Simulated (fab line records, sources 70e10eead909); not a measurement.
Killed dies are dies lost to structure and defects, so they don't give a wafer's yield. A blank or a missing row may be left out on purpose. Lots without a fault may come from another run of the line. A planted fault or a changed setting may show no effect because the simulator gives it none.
A struck lot beside a sound one | flow nand_harc | 19 steps out of a route of 1302
Sound: wafers L161.2, L161.3, L161.5. Struck: wafers L158.2, L158.3, L158.6. The cause comes at the end.
At each step with rows: each side's tool, then ch and its chambers, then its first start. Under that, the readings that differ: sound wafers | struck wafers | difference of the means | sigmas: that difference in standard deviations of wafers without a fault.
alike: readings whose means differ by less than 2 such deviations, and words and numbers that are the same on both sides. not compared: withheld readings, readings that some wafer has no value for, bounds like >300 that may hide the same value, and numbers for which the record gives no deviation and whose values overlap.
The two part at a step that has a row with sigmas, a row that says differs or no value, or rows on one side only. Numbers that don't overlap but have no deviation are shown without sigmas and don't part them. A reading that every wafer of one side lacks parts them only if that side has two wafers or more.

NHARC_P_GATE_ETCHBACK_37: etches the open film in CHF3/O2, target depth 34.5 nm, time 17.2 s.
  sound on rie_diel-12 ch 2,3; struck on rie_diel-12 ch 2,3
  alike: chf3_flow_sccm, drypump_motor_current_A, oes_product_au, rf_fwd_power_W, rf_vpp_V, showerhead_plenum_p_Torr, throttle_valve_pct
  not compared: rf_hours_counter_h
NHARC_P_GATE_STRIP_101: strips in O2, time 20 s.
  sound on rie_diel-12 ch 0,2,3, day 13 01:17; struck on rie_diel-12 ch 0,1,3, day 11 14:13
  alike: drypump_motor_current_A, oes_product_au, rf_vpp_V, showerhead_plenum_p_Torr, throttle_valve_pct
  not compared: rf_hours_counter_h
then, 10 steps without rows for these wafers: NHARC_P_GATE_PRECLEAN_97 (cleans in SPM, time 600 s); NHARC_P_GATE_SRD_98; NHARC_P_GATE_PRECLEAN_99 (cleans in SC1); NHARC_P_GATE_SRD_100; NHARC_P_GATE_DEHYDRATE_38 (time 120 s); NHARC_P_GATE_HMDS_39 (time 30 s); NHARC_P_GATE_COAT_40; NHARC_P_GATE_SOFTBAKE_41 (time 95 s); NHARC_P_GATE_EBR_42; NHARC_P_GATE_EXPOSE_43 (exposes mask P NSD, target cd 720 nm).
NHARC_P_GATE_PEB_44: peb time 85 s.
  sound on litho_track-07 ch 0, day 13 01:59; struck on litho_track-02 ch 0, day 11 15:03
  reading                  | sound                | struck               | difference | sigmas
  heater_power_total_W (W) | 164.32 163.99 163.71 | 159.41 158.96 159.62 | -4.68      | -17
  plate_temp_C (C)         | 117.97 118.04 118.18 | 115.53 115.58 115.42 | -2.55      | -21
  alike: resist_line_temp_C
then, 1 step without rows for these wafers: NHARC_P_GATE_DEVELOP_45 (time 70 s).
NHARC_P_GATE_CD_MEAS_46: target cd 720 nm.
  sound on cd_sem-01 ch 0, day 13 02:05; struck on cd_sem-02 ch 0, day 11 15:08
  reading    | sound             | struck            | difference | sigmas
  cd_nm (nm) | 719.6 721.6 721.7 | 715.3 714.4 717.5 | -5.2       | -2
then, 1 step without rows for these wafers: NHARC_P_GATE_HARDBAKE_47 (time 80 s).
NHARC_P_GATE_DESCUM_48: chemistry O2, time 3 s.
  sound on rie_diel-12 ch 1,2,3, day 13 02:15; struck on rie_diel-02 ch 2,3, day 11 15:19
  reading                 | sound             | struck            | difference | sigmas
  model.P_GATE.cd_nm (nm) | 719.7 721.8 722.3 | 715.8 715.5 718.1 | -4.8       |
  alike: drypump_motor_current_A, oes_product_au, rf_vpp_V, showerhead_plenum_p_Torr, throttle_valve_pct
  not compared: rf_hours_counter_h
then, 1 step without rows for these wafers: NHARC_P_GATE_IMPLANT_49.
-- the record jumps here: 18 days lie between the struck wafers' starts before and after (it left off in module P_GATE and takes up again in module END, whose first step shown is number 1302 of the route) --
NHARC_END_SORT_01:
  sound on prober-01 ch 0, day 31 07:12; struck on prober-02 ch 0, day 29 23:06
  alike: killed_at_array, killed_at_other, killed_at_periphery, killed_dies, killed_open, killed_short

WHERE THEY PART
First at NHARC_P_GATE_PEB_44; last, within this record, at NHARC_P_GATE_CD_MEAS_46. Later steps at which nothing parts them and some readings are alike: NHARC_P_GATE_DESCUM_48, NHARC_END_SORT_01.

WHY: what the simulator had put in
Process parameter drift: litho_track-02, from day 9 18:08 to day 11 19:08, at NHARC_P_GATE_PEB_44. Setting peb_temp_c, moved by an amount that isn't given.
